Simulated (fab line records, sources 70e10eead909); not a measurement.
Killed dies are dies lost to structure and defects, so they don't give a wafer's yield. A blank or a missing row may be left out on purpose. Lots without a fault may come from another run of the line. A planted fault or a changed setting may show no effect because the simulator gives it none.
fab line records | flow nand_harc
record lots=7 wafers=19 last_day=24
route steps=1159 shown A_STAIRCASE@570 END@1159
lots that met no fault: from a run of the same line without faults
start_h: hours from the record's first day to the start of the lot's first wafer shown | wait_h: hours since the lot's step before | " the same as in the row above | L1.1+2: a row that stands for several wafers | - no value, or no start given | * or withheld: withheld | < > ~ a bound
route shown NAME@n: a module of which the file shows steps, and the number in the route of the first | usual: mean/standard deviation of fault-free wafers | same: alike in all rows | chamber/n: place in a boat | sites: the reading at each site | _std_site: their standard deviation | _edge_site: outer sites' mean less inner sites' | radius_mm: how far each site lies from the wafer's centre | mask NAME#n: copy n | behind: the tool/chamber that last shaped the wafer | hold: why the lot was held/for how many hours/how that ended | device: the transistor (n, p or np) that didn't switch | end of line: the same wafers' tests at the end of the route | a step without rows: its recipe alone | killed: dies lost to structure and defects at the first sort, not the wafer's yield | map: a wafer's dies, x killed, . not, _ none there
set.NAME: the setting as run; set.NAME@STEP: as run at that earlier step | model.NAME: the simulator's own value behind a step, which no gauge read
lots at some steps of the route; a table a step, a row a wafer
services: from which hour (start_h, from the record's first day; less than 0 if before it) a tool's chamber was out of use, for how many hours, and why
## steps
# step NHARC_A_STAIRCASE_DEHYDRATE_176
# recipe temp_c=150 time_s=120
# step NHARC_A_STAIRCASE_HMDS_177
# recipe time_s=30
# step NHARC_A_STAIRCASE_COAT_178
# recipe spin_rpm=1200
# step NHARC_A_STAIRCASE_SOFTBAKE_179
# recipe temp_c=135 time_s=170
# step NHARC_A_STAIRCASE_EBR_180
# step NHARC_A_STAIRCASE_EXPOSE_181
# recipe na=0.5 dose_mj=27.87 mask_id=STAIR_2
# step NHARC_A_STAIRCASE_PEB_182
# recipe peb_temp_c=115 peb_time_s=130
# step NHARC_A_STAIRCASE_DEVELOP_183
# recipe time_s=140
# step NHARC_A_STAIRCASE_HARDBAKE_185
# recipe temp_c=120 time_s=140
# step NHARC_A_STAIRCASE_DESCUM_186
# recipe time_s=3 o2_flow_sccm=200 ar_flow_sccm=0 bias_power_w=0 chemistry=O2
# usual chamber_pressure_mTorr=60.00/0.053 drypump_motor_current_A=5.7/0.38 oes_product_au=0.996/0.013 rf_vpp_V=58.0/0.87 showerhead_plenum_p_Torr=1.96/0.08 throttle_valve_pct=11.311/0.0092
# columns lot.wafer tool chamber start_h wait_h chamber_pressure_mTorr drypump_motor_current_A oes_product_au rf_hours_counter_h rf_vpp_V showerhead_plenum_p_Torr throttle_valve_pct
L965.3 rie_diel-06 1 225.60 - 60.01 5.7 0.989 58 58.0 1.87 11.301
L965.1 " 3 " " 59.94 4.8 0.996 51 58.1 2.01 11.312
L965.5 " 3 " " 60.04 4.8 0.998 - 59.1 2.01 11.309
L967.4 rie_diel-07 2 250.10 - 60.00 6.3 0.981 5 57.8 2.07 11.307
L967.3 " 0 " " 59.99 5.3 0.988 5 58.3 2.02 11.311
L967.5 " 1 " " 60.04 5.9 0.992 - 58.0 1.94 11.317
L975.1 rie_diel-07 3 294.64 - 60.03 5.7 1.020 25 58.7 1.95 11.309
L975.4 " 1 " " 60.06 5.9 0.985 23 57.7 1.93 11.301
L975.6 " 2 " " 59.98 6.3 0.984 - 59.1 2.07 11.318
L978.4 rie_diel-07 3 310.79 - 60.00 5.8 1.019 29 58.4 1.95 11.316
L978.3 " 1 " " 60.00 5.8 1.000 27 57.4 1.93 11.312
L977.4 rie_diel-07 3 314.89 - 60.03 5.8 1.028 30 58.7 1.95 11.321
L977.3 " 2 " " 59.99 6.3 0.986 30 58.4 2.07 11.323
L985.3 rie_diel-06 2 362.89 - 60.07 5.5 1.009 37 59.3 2.01 11.321
L985.1 " 0 " " 59.95 5.6 1.012 40 57.6 1.95 11.319
L985.4 " 1 " " 59.98 5.6 0.977 38 57.2 1.85 11.315
L984.4 rie_diel-06 2 363.18 - 59.98 5.5 1.002 37 58.7 2.01 11.327
L984.3 " 3 " " 59.98 4.8 0.997 40 58.3 1.99 11.319
L984.5 " 1 " " 60.00 5.6 0.978 - 57.9 1.85 11.333
# step NHARC_A_STAIRCASE_TRIM_187
# recipe time_s=211.2 o2_flow_sccm=500 ar_flow_sccm=0 bias_w=0 chemistry=O2
# usual chamber_pressure_mTorr=60.00/0.059 drypump_motor_current_A=5.7/0.39 oes_product_au=0.996/0.013 rf_vpp_V=57.8/0.87 showerhead_plenum_p_Torr=3.61/0.14 throttle_valve_pct=17.037/0.008
# columns lot.wafer tool chamber start_h wait_h chamber_pressure_mTorr drypump_motor_current_A oes_product_au rf_hours_counter_h rf_vpp_V showerhead_plenum_p_Torr throttle_valve_pct
L965.1 rie_diel-06 3 225.72 0.1 60.01 4.8 1.009 51 57.6 3.70 17.036
L965.3 " 0 " " 59.94 5.7 0.995 55 59.4 3.61 17.046
L965.5 " 3 " " 60.12 4.8 1.003 - 58.7 3.69 17.040
L967.4 rie_diel-07 3 250.20 0.1 59.98 5.8 1.014 5 58.5 3.61 17.029
L967.3 " 0 " " 60.04 5.3 0.982 5 57.8 3.72 17.042
L967.5 " 2 " " 60.05 6.3 1.000 - 58.2 3.81 17.033
L975.1 rie_diel-07 2 294.73 0.1 59.97 6.3 0.986 24 58.8 3.79 17.037
L975.4 " 3 " " 59.99 5.8 1.012 25 58.7 3.59 17.026
L975.6 " 1 " " 59.97 5.9 0.979 - 57.1 3.56 17.034
L978.4 rie_diel-07 2 310.88 0.1 59.99 6.3 0.982 29 58.0 3.79 17.036
L978.3 " 0 " " 59.97 5.3 0.995 28 57.6 3.71 17.029
L977.4 rie_diel-07 2 314.99 0.1 59.93 6.3 0.966 30 58.9 3.79 17.050
L977.3 " 0 " " 60.04 5.3 1.007 29 58.0 3.70 17.041
L985.4 rie_diel-06 0 362.97 0.1 60.07 5.7 1.006 40 58.3 3.58 17.032
L985.1 " 1 " " 60.00 5.6 0.987 38 58.5 3.43 17.045
L985.3 " 2 " " 60.06 5.5 1.007 37 57.3 3.69 17.046
L984.3 rie_diel-06 0 363.30 0.1 60.09 5.7 0.997 40 56.1 3.58 17.018
L984.4 " 1 " " 59.98 5.7 0.990 38 57.5 3.43 17.043
L984.5 " 0 " " 60.16 5.7 1.007 - 57.8 3.58 17.043
# step NHARC_A_STAIRCASE_ETCH_188
# recipe target_depth_a=1000 time_s=40.5 ion_energy_ev=400 c4f8_flow_sccm=20 o2_flow_sccm=10 ar_flow_sccm=withheld rf_w=600 bias_w=1000 chemistry=C4F8/O2
# usual chamber_pressure_mTorr=25.002/0.025 oes_product_au=0.934/0.016 rf_fwd_power_W=591/3.8 rf_vpp_V=899/4.7 run_length_s=61.93/0.28
# columns lot.wafer tool chamber start_h wait_h chamber_pressure_mTorr oes_product_au rf_fwd_power_W rf_hours_counter_h rf_vpp_V run_length_s
L965.3 rie_diel-06 1 225.89 - 25.015 0.927 592 58 893 61.50
L965.1 " 0 " " 24.984 0.910 594 56 900 62.29
L965.5 " 0 " " 24.999 0.909 598 - 900 61.82
L967.3 rie_diel-07 0 250.44 - 24.984 0.931 587 5 903 61.87
L967.4 " 2 " " 25.000 0.921 587 5 906 61.96
L967.5 " 0 " " 25.017 0.924 588 - 904 62.44
L975.1 rie_diel-07 0 294.88 - 25.032 0.953 588 24 903 62.29
L975.4 " 1 " " 25.029 0.947 - 23 898 49.86
L975.6 " 3 " " 25.023 0.969 584 - 897 62.63
L978.3 rie_diel-07 1 311.03 - 25.044 0.956 - 27 896 49.87
L978.4 " 2 " " 24.995 0.935 - 29 904 50.13
L977.3 rie_diel-07 3 315.13 - 25.012 0.945 - 30 899 49.99
L977.4 " 2 " " 25.001 0.899 - 30 905 49.92
L985.1 rie_diel-06 2 363.13 - 25.024 0.944 591 37 901 61.94
L985.3 " 3 " " 24.961 0.949 598 40 900 61.87
L985.4 " 0 " " 25.008 0.942 591 40 898 62.12
L984.4 rie_diel-06 0 363.47 - 25.033 0.927 596 41 897 61.98
L984.3 " 1 " " 25.004 0.916 591 38 893 61.98
L984.5 " 2 " " 24.985 0.939 591 - 902 61.62
# step NHARC_A_STAIRCASE_TRIM_189
# recipe time_s=211.2 o2_flow_sccm=500 ar_flow_sccm=0 bias_w=0 chemistry=O2
# usual chamber_pressure_mTorr=60.01/0.059 drypump_motor_current_A=5.7/0.37 oes_product_au=0.996/0.013 rf_vpp_V=58.0/0.85 showerhead_plenum_p_Torr=3.61/0.14 throttle_valve_pct=17.037/0.0093
# columns lot.wafer tool chamber start_h wait_h chamber_pressure_mTorr drypump_motor_current_A oes_product_au rf_hours_counter_h rf_vpp_V showerhead_plenum_p_Torr throttle_valve_pct
L965.1 rie_diel-06 0 - - 60.05 5.7 0.986 56 57.1 3.61 17.043
L965.3 " 1 " " 59.99 5.6 0.986 58 58.1 3.45 17.045
L965.5 " 1 " " 59.95 5.6 0.985 - 56.9 3.45 17.036
L967.3 rie_diel-07 1 - - 60.05 5.9 0.983 5 57.4 3.57 17.022
L967.4 " 2 " " 60.07 6.3 0.990 5 60.5 3.81 17.034
L967.5 " 1 " " 60.02 5.9 0.983 - 58.0 3.57 17.034
L975.4 rie_diel-07 3 - - 60.02 5.7 1.016 25 58.2 3.59 17.041
L975.1 " 1 " " 59.99 5.9 0.979 24 59.7 3.56 17.038
L975.6 " 3 " " 59.95 5.7 1.012 - 57.8 3.59 17.042
L978.4 rie_diel-07 3 - - 59.92 5.7 1.005 29 57.9 3.59 17.040
L978.3 " 0 " " 60.02 5.3 0.998 28 58.3 3.71 17.053
L977.3 rie_diel-07 2 - - 59.94 6.3 0.971 30 58.6 3.79 17.025
L977.4 " 3 " " 59.99 5.8 1.012 30 57.2 3.59 17.042
L985.1 rie_diel-06 1 - - 59.88 5.6 0.987 38 59.0 3.43 17.028
L985.3 " 3 " " 59.93 4.8 1.000 40 59.2 3.67 17.044
L985.4 " 0 " " 60.04 5.6 1.002 40 57.6 3.58 17.056
L984.3 rie_diel-06 0 - - 59.99 5.6 1.003 41 58.0 3.58 17.022
L984.4 " 2 " " 59.99 5.5 0.994 37 58.2 3.69 17.032
L984.5 " 1 " " 59.89 5.7 0.991 - 57.2 3.43 17.045
# step NHARC_END_SORT_01
# recipe temp_c=25
# usual killed_at_array=25/7.8 killed_at_other=0.6/0.81 killed_at_periphery=3.3/2.2 killed_dies=29/8.2 killed_open=3.5/1.9 killed_short=1.8/1.3
# same gross_dies=677
# columns lot.wafer tool chamber start_h wait_h killed_at_array killed_at_other killed_at_periphery killed_dies killed_open killed_short
L975.4 prober-01 0 492.66 3.4 672 0 5 677 3 1
L978.3 prober-01 0 504.35 3.1 675 1 1 677 4 4
L978.4 prober-01 0 505.15 3.4 672 1 4 677 4 1
L977.3 prober-02 0 507.50 3.1 676 0 1 677 3 2
L977.4 prober-02 0 508.30 3.4 675 0 2 677 2 1
# killed by level:class
L975.4 A_STAIRCASE:area_etch=650 A_CHANNEL_HOLE_D1:chamber_film_flake=8 A_SLIT:chamber_film_flake=7 A_CONTACT:chamber_film_flake=3 P_M0:geometric_particle:open=2 P_CONTACT:chamber_film_flake=2 A_WL_FILL:chamber_film_flake=2 A_CHANNEL_HOLE_D1:geometric_particle:short=1
L978.3 A_STAIRCASE:area_etch=651 A_CHANNEL_HOLE_D1:chamber_film_flake=16 A_WL_FILL:geometric_particle:short=2 A_CHANNEL_FILL_D1:geometric_particle:open=1 A_CHANNEL_FILL_D1:geometric_particle:short=1 A_CONTACT:geometric_particle:short=1 A_CONTACT:geometric_particle:open=1 A_BLC:geometric_particle:open=1
L978.4 A_STAIRCASE:area_etch=652 A_CHANNEL_HOLE_D1:chamber_film_flake=13 P_ZERO_WELL:chamber_film_flake=3 P_M0:geometric_particle:open=1 A_CHANNEL_HOLE_D1:geometric_particle:open=1 A_CHANNEL_FILL_D1:geometric_particle:open=1 A_WL_FILL:geometric_particle:short=1 A_BLC:geometric_particle:open=1
L977.3 A_STAIRCASE:area_etch=644 A_SLIT:chamber_film_flake=11 A_CHANNEL_HOLE_D1:chamber_film_flake=8 A_CONTACT:chamber_film_flake=6 A_WL_FILL:chamber_film_flake=2 P_M0:geometric_particle:open=1 A_SOURCE_PLATE:geometric_particle:short=1 A_CONTACT:geometric_particle:open=1
L977.4 A_STAIRCASE:area_etch=653 A_SLIT:chamber_film_flake=10 A_ZERO_WELL:chamber_film_flake=5 A_M0:geometric_particle:open=2 A_CHANNEL_HOLE_D1:chamber_film_flake=2 A_CONTACT:chamber_film_flake=2 P_CONTACT:geometric_particle:short=1 P_GATE:chamber_film_flake=1
# map L975.4 (x killed, . not)
____________x____________
_________xxxxxxx_________
_______xxxxxxxxxxx_______
______xxxxxxxxxxxxx______
_____xxxxxxxxxxxxxxx_____
____xxxxxxxxxxxxxxxxx____
____xxxxxxxxxxxxxxxxx____
___xxxxxxxxxxxxxxxxxxx___
___xxxxxxxxxxxxxxxxxxx___
__xxxxxxxxxxxxxxxxxxxxx__
__xxxxxxxxxxxxxxxxxxxxx__
_xxxxxxxxxxxxxxxxxxxxxxx_
_xxxxxxxxxxxxxxxxxxxxxxx_
_xxxxxxxxxxxxxxxxxxxxxxx_
_xxxxxxxxxxxxxxxxxxxxxxx_
_xxxxxxxxxxxxxxxxxxxxxxx_
xxxxxxxxxxxxxxxxxxxxxxxxx
xxxxxxxxxxxxxxxxxxxxxxxxx
xxxxxxxxxxxxxxxxxxxxxxxxx
xxxxxxxxxxxxxxxxxxxxxxxxx
xxxxxxxxxxxxxxxxxxxxxxxxx
_xxxxxxxxxxxxxxxxxxxxxxx_
_xxxxxxxxxxxxxxxxxxxxxxx_
_xxxxxxxxxxxxxxxxxxxxxxx_
_xxxxxxxxxxxxxxxxxxxxxxx_
_xxxxxxxxxxxxxxxxxxxxxxx_
__xxxxxxxxxxxxxxxxxxxxx__
__xxxxxxxxxxxxxxxxxxxxx__
___xxxxxxxxxxxxxxxxxxx___
___xxxxxxxxxxxxxxxxxxx___
____xxxxxxxxxxxxxxxxx____
____xxxxxxxxxxxxxxxxx____
_____xxxxxxxxxxxxxxx_____
______xxxxxxxxxxxxx______
_______xxxxxxxxxxx_______
_________xxxxxxx_________
____________x____________
# map L977.3 (x killed, . not)
____________x____________
_________xxxxxxx_________
_______xxxxxxxxxxx_______
______xxxxxxxxxxxxx______
_____xxxxxxxxxxxxxxx_____
____xxxxxxxxxxxxxxxxx____
____xxxxxxxxxxxxxxxxx____
___xxxxxxxxxxxxxxxxxxx___
___xxxxxxxxxxxxxxxxxxx___
__xxxxxxxxxxxxxxxxxxxxx__
__xxxxxxxxxxxxxxxxxxxxx__
_xxxxxxxxxxxxxxxxxxxxxxx_
_xxxxxxxxxxxxxxxxxxxxxxx_
_xxxxxxxxxxxxxxxxxxxxxxx_
_xxxxxxxxxxxxxxxxxxxxxxx_
_xxxxxxxxxxxxxxxxxxxxxxx_
xxxxxxxxxxxxxxxxxxxxxxxxx
xxxxxxxxxxxxxxxxxxxxxxxxx
xxxxxxxxxxxxxxxxxxxxxxxxx
xxxxxxxxxxxxxxxxxxxxxxxxx
xxxxxxxxxxxxxxxxxxxxxxxxx
_xxxxxxxxxxxxxxxxxxxxxxx_
_xxxxxxxxxxxxxxxxxxxxxxx_
_xxxxxxxxxxxxxxxxxxxxxxx_
_xxxxxxxxxxxxxxxxxxxxxxx_
_xxxxxxxxxxxxxxxxxxxxxxx_
__xxxxxxxxxxxxxxxxxxxxx__
__xxxxxxxxxxxxxxxxxxxxx__
___xxxxxxxxxxxxxxxxxxx___
___xxxxxxxxxxxxxxxxxxx___
____xxxxxxxxxxxxxxxxx____
____xxxxxxxxxxxxxxxxx____
_____xxxxxxxxxxxxxxx_____
______xxxxxxxxxxxxx______
_______xxxxxxxxxxx_______
_________xxxxxxx_________
____________x____________
## services
# columns tool chamber start_h hours kind
rie_diel-07 0 208.02 - clean
rie_diel-07 1 208.02 - clean
rie_diel-07 2 208.02 - clean
rie_diel-07 3 208.02 - clean
rie_diel-07 3 222.34 4.9 repair
rie_diel-06 2 225.22 6.5 repair
rie_diel-07 - 228.74 9.0 pm
rie_diel-07 0 228.74 9.0 vent_cycle
rie_diel-07 1 228.74 9.0 vent_cycle
rie_diel-07 2 228.74 9.0 vent_cycle
rie_diel-07 3 228.74 9.0 vent_cycle
rie_diel-07 0 237.74 - clean
rie_diel-07 1 237.74 - clean
rie_diel-07 2 237.74 - clean
rie_diel-07 2 237.74 - consumable_replace:focus_ring
rie_diel-07 2 237.74 - consumable_replace:showerhead
rie_diel-07 3 237.74 - clean
rie_diel-06 2 239.20 17.2 repair
rie_diel-06 - 241.58 9.0 pm
rie_diel-06 1 303.21 7.4 repair
rie_diel-07 1 304.31 1.4 repair
rie_diel-06 - 323.32 2.1 repair
rie_diel-07 - 325.65 0.8 repair
rie_diel-06 0 338.06 2.3 repair
## key
first_sign step=NHARC_A_STAIRCASE_ETCH_188 reading=run_length_s direction=down sigmas=42 usual=* struck=*
effect step=NHARC_END_SORT_01 reading=killed_at_array direction=up sigmas=83 usual=25 struck=674
more_kills_born_at NHARC_A_STAIRCASE_ETCH_188@rie_diel-07=3250
met_at NHARC_A_STAIRCASE_ETCH_188
struck_wafers L975.4,L977.3,L977.4,L978.3,L978.4
later_rows_left_out L975.4,L977.3,L977.4,L978.3,L978.4
tester_left_out L975,L977,L978
onset_between 250.44 294.88
fault kind=process_parameter_drift tool=rie_diel-07 chamber=- onset_h=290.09 steps=NHARC_A_STAIRCASE_ETCH_188 channel=time_s offset=* shape=step end_h=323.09 scope=struck_wafers_only acts_in=* stated=*
# tester_left_out: of these lots the tester's yield and bins aren't shown, on N5 and GAA mostly nor the transistor test; their killed dies are dies lost to structure and defects alone, not to doping, threshold or leakage, so they don't give the yield
# later_rows_left_out: the simulator's readings of these wafers behind a module that went badly wrong aren't trusted and aren't shown, but for the sort
